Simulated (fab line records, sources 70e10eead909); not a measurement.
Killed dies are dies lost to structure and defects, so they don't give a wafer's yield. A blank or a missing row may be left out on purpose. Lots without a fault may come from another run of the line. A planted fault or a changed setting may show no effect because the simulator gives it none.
fab line records | flow nand_harc
record lots=24 wafers=72 last_day=33
route steps=1302 shown A_CONTACT@1106 A_BLC@1121 A_M0@1161 A_M1@1191
lots that met no fault: from a run of the same line without faults
start_h: hours from the record's first day to the start of the lot's first wafer shown | wait_h: hours since the lot's step before | " the same as in the row above | L1.1+2: a row that stands for several wafers | - no value, or no start given | * or withheld: withheld | < > ~ a bound
route shown NAME@n: a module of which the file shows steps, and the number in the route of the first | usual: mean/standard deviation of fault-free wafers | same: alike in all rows | chamber/n: place in a boat | sites: the reading at each site | _std_site: their standard deviation | _edge_site: outer sites' mean less inner sites' | radius_mm: how far each site lies from the wafer's centre | mask NAME#n: copy n | behind: the tool/chamber that last shaped the wafer | hold: why the lot was held/for how many hours/how that ended | device: the transistor (n, p or np) that didn't switch | end of line: the same wafers' tests at the end of the route | a step without rows: its recipe alone | killed: dies lost to structure and defects at the first sort, not the wafer's yield | map: a wafer's dies, x killed, . not, _ none there
set.NAME: the setting as run; set.NAME@STEP: as run at that earlier step | model.NAME: the simulator's own value behind a step, which no gauge read
steps of the route over a sample of lots; a table a step, a row a wafer
services: from which hour (start_h, from the record's first day; less than 0 if before it) a tool's chamber was out of use, for how many hours, and why
## steps
# step NHARC_A_CONTACT_INSPECT_23
# usual raw_defect_count=497/100
# columns lot.wafer tool chamber start_h wait_h raw_defect_count
L074.1 defect_inspect-01 - 527.81 0.1 361
L074.5 " - " " 302
L074.6 " - " " 328
L075.2 defect_inspect-02 - 529.62 0.1 543
L075.3 " - " " 481
L075.6 " - " " 573
L076.2 defect_inspect-02 - 545.36 0.1 564
L076.4 " - " " 509
L076.6 " - " " 560
L078.1 defect_inspect-01 - 547.45 0.1 477
L078.4 " - " " 636
L078.5 " - " " 390
L080.1 defect_inspect-02 - 558.72 0.1 420
L080.2 " - " " 529
L080.6 " - " " 648
L079.1 defect_inspect-02 - 561.09 0.1 430
L079.3 " - " " 487
L079.6 " - " " 535
L077.1 defect_inspect-02 - 567.47 0.1 690
L077.5 " - " " 424
L077.6 " - " " 589
L081.1 defect_inspect-02 - 582.20 0.1 488
L081.3 " - " " 479
L081.4 " - " " 453
L082.1 defect_inspect-02 - 585.97 0.1 523
L082.2 " - " " 779
L082.3 " - " " 544
L083.3 defect_inspect-02 - 601.15 0.1 668
L083.4 " - " " 754
L083.5 " - " " 710
L084.2 defect_inspect-01 - 617.59 0.1 287
L084.3 " - " " 419
L084.6 " - " " 513
L085.1 defect_inspect-02 - 617.93 0.1 583
L085.4 " - " " 595
L085.6 " - " " 470
L086.1 defect_inspect-02 - 630.73 0.1 344
L086.4 " - " " 510
L086.5 " - " " 393
L089.3 defect_inspect-01 - 651.99 0.1 452
L089.4 " - " " 493
L089.5 " - " " 441
L090.1 defect_inspect-02 - 653.34 0.1 518
L090.5 " - " " 511
L090.6 " - " " 556
L087.2 defect_inspect-02 - 655.22 0.1 440
L087.4 " - " " 385
L087.5 " - " " 401
L088.1 defect_inspect-01 - 655.81 0.1 444
L088.5 " - " " 542
L088.6 " - " " 466
L093.2 defect_inspect-01 - 696.75 0.1 602
L093.3 " - " " 452
L093.4 " - " " 561
L092.1 defect_inspect-01 - 698.97 0.1 603
L092.2 " - " " 537
L092.4 " - " " 563
L091.1 defect_inspect-02 - 707.81 0.1 581
L091.3 " - " " 447
L091.4 " - " " 633
L094.3 defect_inspect-02 - 726.91 0.1 478
L094.5 " - " " 465
L094.6 " - " " 388
L096.4 defect_inspect-02 - 727.85 0.1 402
L096.5 " - " " 359
L096.6 " - " " 315
L095.1 defect_inspect-01 - 728.75 0.1 644
L095.3 " - " " 469
L095.4 " - " " 628
L097.1 defect_inspect-01 - 740.57 0.1 446
L097.4 " - " " 386
L097.6 " - " " 455
# step NHARC_A_BLC_ETCH_16
# recipe target_depth_a=390 over_etch_frac=0.3 time_s=65 ion_energy_ev=80 cf4_flow_sccm=150 ar_flow_sccm=0 rf_w=300 bias_w=100 chemistry=CF4
# usual drypump_motor_current_A=5.7/0.67 oes_product_au=1.003/0.0073 rf_vpp_V=151.6/1.2 showerhead_plenum_p_Torr=1.79/0.062 throttle_valve_pct=13.283/0.0087
# columns lot.wafer tool chamber start_h wait_h drypump_motor_current_A oes_product_au rf_hours_counter_h rf_vpp_V showerhead_plenum_p_Torr throttle_valve_pct
L074.1 rie_diel-11 0 528.49 0.1 5.3 0.995 5 152.1 1.85 13.284
L074.6 " 3 " " 6.4 1.011 - 150.6 1.68 13.289
L074.5 " 0 " " 5.3 0.990 - 153.7 1.85 13.276
L075.2 rie_diel-11 0 530.41 0.1 5.3 1.007 6 152.7 1.85 13.284
L075.3 " 1 " " 4.9 1.003 6 151.7 1.76 13.290
L075.6 " 2 " " 6.5 1.003 - 153.1 1.82 13.278
L076.2 rie_diel-11 0 546.21 0.1 5.3 1.007 8 153.5 1.85 13.294
L076.4 " 2 " " 6.5 1.000 8 151.5 1.82 13.266
L076.6 " 1 " " 4.9 1.006 - 151.8 1.76 13.280
L078.1 rie_diel-11 0 548.10 0.1 5.3 0.992 8 153.2 1.85 13.288
L078.4 " 1 " " 4.9 1.000 8 151.4 1.76 13.297
L078.5 " 0 " " 5.3 0.987 - 152.7 1.85 13.285
L080.2 rie_diel-10 3 559.50 0.1 5.0 1.002 8 152.1 1.86 13.290
L080.1 " 2 " " 6.5 0.996 8 151.5 1.81 13.278
L080.6 " 0 " " 6.4 0.995 - 153.3 1.80 13.274
L079.1 rie_diel-11 0 561.77 0.1 5.3 1.009 9 152.2 1.85 13.286
L079.3 " 1 " " 4.9 1.002 9 150.1 1.76 13.282
L079.6 " 0 " " 5.3 1.010 - 151.2 1.85 13.299
L077.1 rie_diel-10 1 568.26 0.1 5.1 1.001 10 152.4 1.83 13.297
L077.6 " 0 " " 6.4 1.007 - 150.8 1.80 13.285
L077.5 " 1 " " 5.1 1.001 - 151.3 1.83 13.278
L081.1 rie_diel-02 2 582.98 0.1 5.7 0.996 0 150.7 1.78 13.281
L081.4 " 3 " " 5.1 0.999 0 154.0 1.89 13.283
L081.3 " 0 " " 5.2 0.997 0 150.8 1.68 13.275
L082.3 rie_diel-11 3 586.76 0.1 6.3 1.007 10 150.0 1.68 13.286
L082.2 " 0 " " 5.3 1.010 10 152.7 1.85 13.278
L082.1 " 1 " " 4.9 1.003 10 150.6 1.75 13.275
L083.3 rie_diel-11 3 601.93 0.1 6.4 1.016 11 151.8 1.68 13.277
L083.4 " 0 " " 5.3 0.998 11 152.5 1.85 13.281
L083.5 " 0 " " 5.3 0.994 - 153.1 1.85 13.291
L084.2 rie_diel-10 3 618.38 0.1 5.0 1.005 1 152.6 1.86 13.295
L084.3 " 1 " " 5.1 0.987 1 152.7 1.83 13.262
L084.6 " 3 " " 5.0 1.005 - 151.6 1.86 13.276
L085.1 rie_diel-11 2 618.71 0.1 6.5 1.004 0 152.6 1.82 13.275
L085.4 " 0 " " 5.3 1.005 0 152.1 1.85 13.281
L085.6 " 3 " " 6.3 1.010 - 150.2 1.68 13.285
L086.4 rie_diel-10 3 631.52 0.1 5.0 1.016 2 151.3 1.86 13.282
L086.1 " 0 " " 6.4 1.010 2 152.7 1.80 13.276
L086.5 " 1 " " 5.1 1.006 - 152.0 1.83 13.286
L089.4 rie_diel-11 0 652.65 0.1 5.3 1.012 2 152.2 1.85 13.296
L089.3 " 2 " " 6.5 0.998 3 151.6 1.82 13.275
L089.5 " 1 " " 4.9 0.996 - 152.3 1.75 13.289
L090.1 rie_diel-11 0 654.13 0.1 5.3 1.010 2 152.0 1.85 13.271
L090.6 " 2 " " 6.5 0.997 - 152.0 1.82 13.282
L090.5 " 3 " " 6.4 0.998 - 150.8 1.68 13.284
L087.4 rie_diel-11 3 656.00 0.1 6.3 1.008 3 148.7 1.68 13.291
L087.2 " 1 " " 4.9 1.003 3 150.9 1.75 13.280
L087.5 " 2 " " 6.5 0.983 - 152.5 1.82 13.277
L088.1 rie_diel-10 0 656.60 0.1 6.4 1.003 5 150.5 1.80 13.290
L088.6 " 2 " " 6.4 1.002 - 151.5 1.81 13.289
L088.5 " 3 " " 5.0 1.008 - 151.6 1.86 13.291
L093.4 rie_diel-11 1 697.41 0.1 4.9 1.003 5 151.5 1.75 13.291
L093.2 " 2 " " 6.5 0.999 6 150.9 1.82 13.276
L093.3 " 3 " " 6.3 1.008 6 148.6 1.68 13.279
L092.2 rie_diel-11 2 699.77 0.1 6.5 0.990 6 152.1 1.82 13.269
L092.1 " 0 " " 5.3 1.011 6 152.8 1.85 13.269
L092.4 " 2 " " 6.5 0.991 - 152.7 1.82 13.281
L091.4 rie_diel-11 1 708.47 0.1 4.9 1.011 6 150.5 1.75 13.297
L091.1 " 2 " " 6.5 1.002 7 151.1 1.81 13.265
L091.3 " 3 " " 6.3 1.000 6 150.4 1.68 13.296
L094.3 rie_diel-11 0 727.70 0.1 5.3 1.008 7 152.2 1.85 13.275
L094.5 " 2 " " 6.5 0.997 - 152.6 1.82 13.281
L094.6 " 3 " " 6.3 0.998 - 149.6 1.68 13.276
L096.4 rie_diel-10 2 728.62 0.1 6.4 1.008 10 154.3 1.80 13.286
L096.5 " 2 " " 6.5 1.004 - 152.5 1.80 13.276
L096.6 " 3 " " 5.0 1.012 - 155.2 1.86 13.267
L095.3 rie_diel-11 1 729.53 0.1 4.9 1.008 8 151.9 1.75 13.284
L095.4 " 2 " " 6.5 0.994 8 151.7 1.81 13.287
L095.1 " 3 " " 6.4 1.006 8 150.1 1.68 13.283
L097.4 rie_diel-11 2 741.36 0.1 6.5 1.009 9 150.8 1.81 13.305
L097.1 " 3 " " 6.4 0.996 9 151.5 1.68 13.280
L097.6 " 1 " " 4.9 1.002 - 151.0 1.75 13.276
# step NHARC_A_BLC_STRIP_21
# recipe o2_flow_sccm=500 ar_flow_sccm=0 bias_w=0 chemistry=O2
# usual drypump_motor_current_A=5.7/0.66 oes_product_au=1.003/0.0077 rf_vpp_V=58.0/0.82 showerhead_plenum_p_Torr=3.59/0.12 throttle_valve_pct=17.036/0.0091
# columns lot.wafer tool chamber start_h wait_h drypump_motor_current_A oes_product_au rf_hours_counter_h rf_vpp_V showerhead_plenum_p_Torr throttle_valve_pct
L074.1 rie_diel-02 1 529.72 0.1 5.7 0.994 37 57.6 3.33 17.038
L074.5 " 3 " " 5.1 1.005 - 58.0 3.79 17.029
L074.6 " 0 " " 5.2 0.990 - 57.1 3.37 17.044
L075.2 rie_diel-11 2 531.52 0.1 6.5 0.990 7 59.1 3.63 17.023
L075.3 " 0 " " 5.3 0.998 6 58.5 3.69 17.035
L075.6 " 2 " " 6.5 1.010 - 57.0 3.63 17.061
L076.4 rie_diel-10 0 547.29 0.1 6.4 1.022 9 58.5 3.59 17.045
L076.2 " 1 " " 5.1 1.013 9 57.8 3.66 17.032
L076.6 " 0 " " 6.4 1.008 - 57.0 3.59 17.036
L078.1 rie_diel-11 0 549.28 0.1 5.3 1.006 8 56.6 3.69 17.035
L078.4 " 2 " " 6.5 0.993 - 58.7 3.63 17.051
L078.5 " 0 " " 5.3 1.004 - 59.1 3.69 17.033
L080.2 rie_diel-11 0 560.57 0.1 5.3 1.014 9 57.6 3.69 17.047
L080.1 " 3 " " 6.3 1.021 8 58.6 3.35 17.030
L080.6 " 1 " " 4.9 0.995 - 58.4 3.50 17.039
L079.3 rie_diel-10 2 562.86 0.1 6.5 1.003 9 58.7 3.61 17.041
L079.1 " 3 " " 5.0 1.003 9 58.2 3.72 17.046
L079.6 " 2 " " 6.5 0.998 - 59.7 3.61 17.038
L077.1 rie_diel-11 3 569.35 0.1 6.3 1.001 9 57.2 3.35 17.037
L077.6 " 3 " " 6.3 1.012 - 58.1 3.35 17.031
L077.5 " 0 " " 5.3 1.000 - 58.2 3.69 17.029
L081.3 rie_diel-11 2 584.04 0.1 6.5 1.004 11 57.2 3.63 17.030
L081.4 " 3 " " 6.4 1.019 10 57.7 3.35 17.026
L081.1 " 1 " " 4.9 1.004 10 58.9 3.50 17.031
L082.3 rie_diel-10 2 587.81 0.1 6.5 0.991 12 57.7 3.61 17.044
L082.2 " 3 " " 5.0 0.989 12 56.0 3.72 17.031
L082.1 " 1 " " 5.1 1.003 13 58.4 3.66 17.034
L083.3 rie_diel-11 1 603.01 0.1 4.9 0.994 11 59.2 3.50 17.033
L083.4 " 2 " " 6.5 0.995 12 57.1 3.63 17.051
L083.5 " 0 " " 5.3 0.996 - 58.7 3.69 17.039
L084.3 rie_diel-10 2 619.45 0.1 6.4 1.013 1 57.1 3.61 17.046
L084.2 " 3 " " 5.0 1.016 1 58.2 3.72 17.021
L084.6 " 0 " " 6.4 1.015 - 56.3 3.58 17.040
L085.1 rie_diel-10 3 619.80 0.1 5.0 1.008 1 58.5 3.72 17.038
L085.4 " 0 " " 6.4 1.003 1 59.1 3.58 17.035
L085.6 " 2 " " 6.4 1.007 - 58.2 3.61 17.027
L086.4 rie_diel-10 2 632.57 0.1 6.4 0.995 2 57.9 3.60 17.038
L086.1 " 3 " " 5.1 1.001 3 56.0 3.72 17.042
L086.5 " 3 " " 5.1 1.010 - 57.9 3.71 17.029
L089.3 rie_diel-10 3 653.72 0.1 5.0 1.011 5 57.7 3.71 17.051
L089.4 " 1 " " 5.1 1.002 5 58.3 3.66 17.029
L089.5 " 2 " " 6.4 1.002 - 58.2 3.60 17.037
L090.1 rie_diel-10 1 655.21 0.1 5.1 0.997 5 59.7 3.66 17.033
L090.5 " 1 " " 5.1 0.997 - 59.6 3.66 17.049
L090.6 " 2 " " 6.5 1.007 - 59.1 3.60 17.029
L087.4 rie_diel-11 0 657.07 0.1 5.3 1.006 3 58.4 3.69 17.017
L087.2 " 2 " " 6.5 0.994 4 59.5 3.62 17.027
L087.5 " 3 " " 6.4 1.001 - 57.5 3.35 17.030
L088.1 rie_diel-10 1 657.65 0.1 5.1 0.993 5 57.2 3.66 17.026
L088.5 " 1 " " 5.1 0.998 - 58.1 3.66 17.030
L088.6 " 2 " " 6.5 1.015 - 57.4 3.60 17.033
L093.3 rie_diel-10 2 698.46 0.1 6.5 1.005 8 57.4 3.60 17.031
L093.2 " 3 " " 5.0 1.002 8 56.7 3.71 17.027
L093.4 " 1 " " 5.1 0.995 7 58.7 3.65 17.019
L092.1 rie_diel-11 2 701.02 0.1 6.5 1.003 7 59.2 3.62 17.034
L092.2 " 1 " " 4.9 1.019 6 57.4 3.50 17.045
L092.4 " 0 " " 5.3 1.013 - 57.9 3.69 17.038
L091.1 rie_diel-10 3 709.53 0.1 5.0 1.009 9 57.4 3.71 17.042
L091.3 " 1 " " 5.1 0.998 8 58.1 3.65 17.040
L091.4 " 2 " " 6.4 1.000 9 57.7 3.60 17.050
L094.3 rie_diel-11 3 728.77 0.1 6.4 1.002 8 57.5 3.35 17.045
L094.5 " 1 " " 4.9 1.002 - 58.1 3.50 17.033
L094.6 " 2 " " 6.5 0.993 - 58.4 3.62 17.040
L096.4 rie_diel-02 2 729.71 0.1 5.8 1.002 48 57.4 3.53 17.031
L096.5 " 3 " " 5.2 1.004 - 58.2 3.75 17.023
L096.6 " 0 " " 5.2 0.992 - 58.3 3.33 17.024
L095.4 rie_diel-02 3 730.59 0.1 5.1 1.005 49 59.2 3.75 17.055
L095.1 " 1 " " 5.7 1.002 49 57.8 3.30 17.036
L095.3 " 2 " " 5.7 1.009 48 58.5 3.53 17.047
L097.4 rie_diel-10 2 742.43 0.1 6.4 1.011 12 58.4 3.60 17.033
L097.1 " 3 " " 5.0 1.013 12 58.4 3.71 17.040
L097.6 " 0 " " 6.4 1.005 - 58.7 3.58 17.017
# step NHARC_A_M0_ANNEAL_30
# recipe temp_c=225 time_s=90
# usual anneal_temp_c=224.98/0.15 anneal_temp_c_max=225.87/0.28 wafer_temp_C_max=226.1/0.41
# columns lot.wafer tool chamber start_h wait_h anneal_temp_c anneal_temp_c_max wafer_temp_C_max
L074.1 rtp_anneal-02 0 534.23 0.3 224.89 226.02 226.1
L074.5 " 0 " " 224.82 225.95 226.4
L074.6 " 0 " " 224.98 226.04 226.7
L075.2 rtp_anneal-01 0 536.01 - 225.17 225.71 225.7
L075.3 " 0 " " 225.02 225.88 225.9
L075.6 " 0 " " 224.90 225.63 225.7
L076.2 rtp_anneal-02 0 551.92 - 225.01 226.23 226.4
L076.4 " 0 " " 225.00 226.02 226.7
L076.6 " 0 " " 224.76 225.72 226.1
L078.1 rtp_anneal-02 0 553.82 0.3 225.17 226.22 226.0
L078.4 " 0 " " 224.95 226.09 226.2
L078.5 " 0 " " 224.90 226.05 226.1
L080.1 rtp_anneal-01 0 565.10 - 224.83 225.50 225.8
L080.2 " 0 " " 224.94 225.47 225.6
L080.6 " 0 " " 225.05 225.63 225.9
L079.1 rtp_anneal-02 0 567.32 - 224.89 226.27 225.8
L079.3 " 0 " " 224.91 226.45 226.3
L079.6 " 0 " " 225.32 226.11 226.1
L077.1 rtp_anneal-02 0 574.09 - 225.09 226.14 227.2
L077.5 " 0 " " 225.01 226.16 227.2
L077.6 " 0 " " 225.34 226.41 226.7
L081.1 rtp_anneal-02 0 588.63 - 224.89 225.88 226.4
L081.3 " 0 " " 224.85 226.18 226.6
L081.4 " 0 " " 224.67 226.04 226.3
L082.1 rtp_anneal-01 0 592.36 - 224.97 225.68 225.7
L082.2 " 0 " " 225.14 225.72 225.7
L082.3 " 0 " " 225.14 225.79 225.6
L083.3 rtp_anneal-01 0 607.67 - 224.68 225.60 226.5
L083.4 " 0 " " 224.95 225.73 226.2
L083.5 " 0 " " 224.79 225.42 226.0
L084.2 rtp_anneal-02 0 624.06 - 224.75 225.80 226.0
L084.3 " 0 " " 225.00 226.47 226.1
L084.6 " 0 " " 225.11 226.16 226.3
L085.1 rtp_anneal-01 0 624.38 0.3 225.24 225.99 225.8
L085.4 " 0 " " 225.22 225.87 226.1
L085.6 " 0 " " 224.92 225.46 225.6
L086.1 rtp_anneal-01 0 637.09 - 225.10 225.68 226.2
L086.4 " 0 " " 225.11 225.83 225.7
L086.5 " 0 " " 225.21 225.85 225.6
L089.3 rtp_anneal-02 0 658.91 - 224.87 225.95 226.4
L089.4 " 0 " " 225.11 226.15 226.6
L089.5 " 0 " " 224.96 225.93 226.7
L090.1 rtp_anneal-01 0 660.23 0.3 225.01 225.61 225.5
L090.5 " 0 " " 225.02 225.63 225.7
L090.6 " 0 " " 225.22 225.85 225.8
L087.2 rtp_anneal-02 0 661.66 - 224.98 225.91 226.3
L087.4 " 0 " " 224.77 225.63 226.4
L087.5 " 0 " " 224.84 226.17 226.2
L088.1 rtp_anneal-01 0 662.81 - 224.93 225.66 225.6
L088.5 " 0 " " 225.17 225.86 225.6
L088.6 " 0 " " 224.89 225.54 225.4
L093.2 rtp_anneal-02 0 703.05 0.4 225.26 226.43 226.5
L093.3 " 0 " " 224.92 226.47 226.3
L093.4 " 0 " " 224.75 225.99 226.7
L092.1 rtp_anneal-02 0 705.56 0.3 224.94 226.16 226.5
L092.2 " 0 " " 224.84 225.97 226.3
L092.4 " 0 " " 225.00 226.13 226.5
L091.1 rtp_anneal-01 0 714.13 - 225.08 225.74 225.7
L091.3 " 0 " " 225.10 225.84 225.7
L091.4 " 0 " " 225.27 225.86 225.8
L094.3 rtp_anneal-02 0 733.74 0.3 225.10 226.13 226.0
L094.5 " 0 " " 224.81 226.00 226.5
L094.6 " 0 " " 224.92 226.07 226.9
L096.4 rtp_anneal-01 0 734.42 0.4 224.61 225.21 225.7
L096.5 " 0 " " 224.82 225.52 225.9
L096.6 " 0 " " 224.90 225.59 225.7
L095.1 rtp_anneal-01 0 735.08 0.3 224.79 225.46 226.0
L095.3 " 0 " " 225.04 225.51 225.7
L095.4 " 0 " " 225.07 225.62 225.5
L097.1 rtp_anneal-01 0 747.52 0.9 225.02 225.63 225.9
L097.4 " 0 " " 225.00 225.59 225.5
L097.6 " 0 " " 225.09 225.74 225.9
# step NHARC_A_M0_DEP_32
# recipe target_thk_a=300 temp_c=370 target_thk_nm=30 pressure_torr=3 flow_sccm=200 rf_w=450 material=SiCN
# usual heater_power_outer_w=341/37 heater_power_w=598/54
# columns lot.wafer tool chamber start_h wait_h heater_power_outer_w heater_power_w since_wet_clean_h
L074.1 pecvd-04 0 535.31 0.1 371 651 72
L074.6 " 2 " " 265 541 -
L074.5 " 0 " " 373 650 -
L075.3 pecvd-04 0 536.91 0.1 353 650 74
L075.2 " 1 " " 382 633 74
L075.6 " 0 " " 357 662 -
L076.2 pecvd-04 1 552.91 0.1 376 665 90
L076.6 " 2 " " 361 658 -
L076.4 " 1 " " 391 638 -
L078.1 pecvd-02 2 554.90 0.1 299 560 110
L078.4 " 2 " " 315 568 -
L078.5 " 0 " " 362 543 -
L080.2 pecvd-04 1 566.07 0.1 391 661 103
L080.1 " 0 " " 338 596 103
L080.6 " 1 " " 399 651 -
L079.1 pecvd-02 0 568.29 0.1 389 590 124
L079.3 " 2 " " 330 578 124
L079.6 " 1 " " 347 590 -
L077.1 pecvd-03 1 575.09 0.1 360 624 14
L077.6 " 1 " " 356 605 -
L077.5 " 2 " " 325 557 -
L081.3 pecvd-04 0 589.60 0.1 342 609 127
L081.1 " 1 " " 411 668 127
L081.4 " 0 " " 341 626 -
L082.2 pecvd-03 1 593.36 0.1 327 595 33
L082.1 " 2 " " 313 528 33
L082.3 " 1 " " 343 589 -
L083.3 pecvd-03 1 608.52 0.1 351 601 48
L083.5 " 2 " " 322 541 -
L083.4 " 0 " " 372 663 -
L084.3 pecvd-03 1 625.08 0.1 344 595 64
L084.2 " 0 " " 353 619 65
L084.6 " 1 " " 344 595 -
L085.1 pecvd-03 1 625.51 0.1 275 502 65
L085.4 " 2 " " 387 625 -
L085.6 " 0 " " 398 678 -
L086.1 pecvd-03 2 638.09 0.1 342 571 77
L086.5 " 1 " " 287 522 -
L086.4 " 0 " " 303 566 -
L089.3 pecvd-04 2 659.82 0.1 395 707 16
L089.5 " 1 " " 357 592 -
L089.4 " 0 " " 362 648 -
L090.1 pecvd-04 0 661.29 0.1 333 615 17
L090.5 " 1 " " 341 555 -
L090.6 " 2 " " 334 625 -
L087.2 pecvd-03 0 662.65 0.1 377 637 102
L087.5 " 1 " " 301 547 -
L087.4 " 0 " " 364 638 -
L088.1 pecvd-02 2 663.81 0.1 285 534 38
L088.6 " 1 " " 333 578 -
L088.5 " 0 " " 362 558 -
L093.3 pecvd-03 0 704.01 0.1 354 628 143
L093.2 " 1 " " 313 568 143
L093.4 " 2 " " 298 523 -
L092.2 pecvd-04 1 706.53 0.1 405 659 63
L092.1 " 2 " " 352 665 63
L092.4 " 0 " " 358 664 -
L091.1 pecvd-03 1 715.13 0.1 361 625 154
L091.3 " 2 " " 382 634 155
L091.4 " 0 " " 379 699 -
L094.3 pecvd-04 0 734.61 0.1 370 669 91
L094.6 " 1 " " 383 633 -
L094.5 " 2 " " 347 640 -
L096.4 pecvd-02 0 735.69 0.2 326 504 -
L096.6 " 1 " " 284 509 -
L096.5 " 2 " " 290 544 -
L095.3 pecvd-02 2 736.04 0.1 292 557 110
L095.1 " 0 " " 339 533 110
L095.4 " 0 " " 339 539 -
L097.1 pecvd-04 1 748.49 0.1 356 599 105
L097.6 " 1 " " 366 605 -
L097.4 " 0 " " 349 629 -
# step NHARC_A_M1_PVD_20
# recipe target_thk_a=50 bias_v=168.6 power_w=15000 chamber_pressure_pa=0.12 time_s=8.06 substrate_temp_c=50 material=TaN
# usual throttle_valve_pct=30.4/0.82
# columns lot.wafer tool chamber start_h wait_h throttle_valve_pct
L074.1 pvd_sputter-02 - - - 29.1
L074.6 " - " " 29.1
L074.5 " - " " 31.5
L075.3 pvd_sputter-01 - - - 30.8
L075.2 " - " " 30.1
L075.6 " - " " 30.1
L076.2 pvd_sputter-03 - - - 29.8
L076.4 " - " " 29.4
L076.6 " - " " 29.7
L078.4 pvd_sputter-03 - - - 29.3
L078.1 " - " " 29.6
L078.5 " - " " 29.1
L080.1 pvd_sputter-01 - - - 30.1
L080.2 " - " " 30.0
L080.6 " - " " 30.4
L079.3 pvd_sputter-02 - - - 29.2
L079.1 " - " " 31.8
L079.6 " - " " 30.6
L077.1 pvd_sputter-03 - - - 30.6
L077.6 " - " " 30.4
L077.5 " - " " 30.4
L081.4 pvd_sputter-03 - - - 30.3
L081.1 " - " " 30.3
L081.3 " - " " 29.4
L082.1 pvd_sputter-01 - - - 31.4
L082.2 " - " " 30.3
L082.3 " - " " 30.8
L083.3 pvd_sputter-03 - - - 29.8
L083.4 " - " " 29.9
L083.5 " - " " 30.4
L084.3 pvd_sputter-01 - - - 30.9
L084.2 " - " " 31.4
L084.6 " - " " 30.0
L085.4 pvd_sputter-02 - - - 30.3
L085.1 " - " " 31.6
L085.6 " - " " 29.0
L086.4 pvd_sputter-03 - - - 29.3
L086.1 " - " " 29.4
L086.5 " - " " 30.4
L089.4 pvd_sputter-02 - - - 28.7
L089.3 " - " " 31.5
L089.5 " - " " 28.5
L090.1 pvd_sputter-03 - - - 29.7
L090.5 " - " " 29.9
L090.6 " - " " 30.5
L087.2 pvd_sputter-02 - - - 31.5
L087.4 " - " " 28.6
L087.5 " - " " 31.5
L088.1 pvd_sputter-03 - - - 30.5
L088.5 " - " " 30.2
L088.6 " - " " 30.4
L093.2 pvd_sputter-01 - - - 31.0
L093.3 " - " " 30.9
L093.4 " - " " 30.3
L092.4 pvd_sputter-01 - - - 30.9
L092.2 " - " " 31.2
L092.1 " - " " 30.3
L091.3 pvd_sputter-01 - - - 30.1
L091.4 " - " " 30.6
L091.1 " - " " 31.1
L094.3 pvd_sputter-02 - - - 28.6
L094.5 " - " " 31.5
L094.6 " - " " 31.1
L096.4 pvd_sputter-03 - - - 31.4
L096.6 " - " " 28.5
L096.5 " - " " 31.5
L095.1 pvd_sputter-01 - - - 29.9
L095.3 " - " " 30.9
L095.4 " - " " 30.6
L097.1 pvd_sputter-02 - - - 31.6
L097.4 " - " " 31.3
L097.6 " - " " 32.0
## services
# columns tool chamber start_h hours kind
rie_diel-11 3 514.63 3.9 repair
pecvd-04 2 517.87 4.0 repair
rie_diel-11 1 524.46 4.9 repair
pvd_sputter-03 - 535.22 10.0 pm
pecvd-03 - 547.69 13.0 pm
pvd_sputter-01 - 553.70 2.7 repair
rie_diel-10 0 561.69 2.5 repair
pecvd-03 0 568.05 28.5 repair
rie_diel-11 1 569.09 6.0 repair
pvd_sputter-01 - 570.31 2.8 repair
pvd_sputter-01 - 582.00 10.0 pm
rie_diel-10 - 596.62 9.0 pm
rie_diel-11 - 609.56 9.0 pm
pecvd-02 - 612.69 13.0 pm
pecvd-04 - 631.00 13.0 pm
pvd_sputter-02 - 638.07 10.0 pm
pecvd-02 1 642.69 4.1 repair
rie_diel-10 3 669.20 6.2 repair
rie_diel-10 0 683.29 3.8 repair
rie_diel-10 2 689.45 8.3 repair
rie_diel-11 3 699.31 1.8 repair
pvd_sputter-03 - 713.22 10.0 pm
pecvd-03 - 728.69 13.0 pm
rtp_anneal-02 - 744.00 12.0 pm
## key
fault none
